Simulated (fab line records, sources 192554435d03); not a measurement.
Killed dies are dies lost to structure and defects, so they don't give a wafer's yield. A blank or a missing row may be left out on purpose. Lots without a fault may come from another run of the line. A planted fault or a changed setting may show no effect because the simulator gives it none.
Chamber matching | flow n5_finfet | N5_SD_EPI_P_DESCUM_14 on rie_diel-02: 4 sister chambers
The step chemistry O2, time 7.9 s. 14 wafers are shown with their chamber, then 7 later ones without.

WAFERS WITH THEIR CHAMBER
wafer  | chamber | showerhead_plenum_p_Torr (Torr) | throttle_valve_pct (%) | drypump_motor_current_A (A)
L078.1 | 2       | 2.19                            | 20.55                  | 6.0
L078.3 | 0       | 2.18                            | 20.83                  | 5.9
L078.6 | 2       | 2.19                            | 20.54                  | 6.0
L083.2 | 1       | 2.03                            | 20.82                  | 5.7
L083.4 | 3       | 2.09                            | 21.00                  | 5.7
L083.5 | 1       | 2.03                            | 20.79                  | 5.7
L090.1 | 3       | 2.09                            | 21.00                  | 5.8
L090.2 | 0       | 2.18                            | 20.87                  | 5.9
L090.5 | 1       | 2.02                            | 20.82                  | 5.7
L093.2 | 0       | 2.17                            | 20.86                  | 5.9
L093.4 | 2       | 2.18                            | 20.59                  | 6.0
L093.5 | 2       | 2.18                            | 20.59                  | 6.0
L094.1 | 0       | 2.17                            | 20.87                  | 5.9
L094.4 | 2       | 2.18                            | 20.60                  | 5.9

SIGNATURES (means of the wafers above)
reading                  | chamber 0 | chamber 1 | chamber 2 | chamber 3 | scatter within a chamber
showerhead_plenum_p_Torr | 2.1750    | 2.0267    | 2.1840    | 2.0900    | 0.00535
throttle_valve_pct       | 20.8575   | 20.8100   | 20.5740   | 21.0000   | 0.0214
drypump_motor_current_A  | 5.900     | 5.700     | 5.980     | 5.750     | 0.0361
Rule: a wafer's distance from a chamber is the root of the sum, over the readings, of the square of ((its reading less the chamber's mean) divided by the reading's scatter). The wafer belongs to the nearest chamber; if the next one is less than 2 further off, it can't be placed. The scatter: the root of (the sum of the squares of (reading less its chamber's mean) over the shown wafers, divided by (wafers less chambers)).

WAFERS WITHOUT THEIR CHAMBER
wafer  | showerhead_plenum_p_Torr (Torr) | throttle_valve_pct (%) | drypump_motor_current_A (A)
L094.6 | 2.02                            | 20.83                  | 5.7
L095.1 | 2.17                            | 20.87                  | 6.0
L095.3 | 2.18                            | 20.60                  | 6.0
L095.4 | 2.02                            | 20.83                  | 5.7
L097.2 | 2.08                            | 21.04                  | 5.7
L097.5 | 2.17                            | 20.87                  | 5.9
L097.6 | 2.08                            | 21.03                  | 5.7

WHICH CHAMBER EACH WENT THROUGH
wafer  | from the rows above | in truth
L094.6 | 1                   | 1
L095.1 | 0                   | 0
L095.3 | 2                   | 2
L095.4 | 1                   | 1
L097.2 | 3                   | 3
L097.5 | 0                   | 0
L097.6 | 3                   | 3
Placed correctly: 7 of 7. Can't be placed from these rows: 0. Placed wrongly: 0.
